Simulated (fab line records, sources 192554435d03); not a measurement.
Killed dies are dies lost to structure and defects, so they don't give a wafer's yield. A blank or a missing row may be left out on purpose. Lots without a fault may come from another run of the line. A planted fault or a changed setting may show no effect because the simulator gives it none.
Chamber matching | flow n5_finfet | N5_BEOL_M0_SAQP_PECVD_04 on pecvd-04: 3 sister chambers
The step deposits a-Si from SiH4/He, target thk 60 nm, time 60.2 s. 3 wafers are shown with their chamber, then 12 later ones without.

WAFERS WITH THEIR CHAMBER
wafer  | chamber | throttle_valve_pct (%)
L085.2 | 0       | 22.4
L086.5 | 1       | 18.4
L086.6 | 2       | 16.9

WAFERS WITHOUT THEIR CHAMBER
wafer  | throttle_valve_pct (%)
L087.2 | 17.0
L087.3 | 18.5
L087.5 | 18.6
L091.1 | 18.5
L091.2 | 16.9
L091.5 | 16.8
L093.1 | 18.5
L093.4 | 17.0
L093.5 | 18.4
L094.2 | 22.4
L094.4 | 18.3
L094.5 | 22.6

WHICH CHAMBER EACH WENT THROUGH
wafer  | from the rows above | in truth
L087.2 | 2                   | 2
L087.3 | 1                   | 1
L087.5 | 1                   | 1
L091.1 | 1                   | 1
L091.2 | 2                   | 2
L091.5 | 2                   | 2
L093.1 | 1                   | 1
L093.4 | 2                   | 2
L093.5 | 1                   | 1
L094.2 | 0                   | 0
L094.4 | 1                   | 1
L094.5 | 0                   | 0
Placed correctly: 12 of 12. Can't be placed from these rows: 0. Placed wrongly: 0.
How it was worked out, from the rows above alone: a wafer's distance from a chamber is the root of the sum, over the readings, of the square of ((its reading less the chamber's mean) divided by the reading's scatter). The wafer belongs to the nearest chamber; if the next one is less than 2 further off, it can't be placed. A chamber's mean is the mean of its shown wafers. The scatter: with one shown wafer a chamber, the root of the mean of the squares of how far each hidden wafer lies from its nearest shown one.
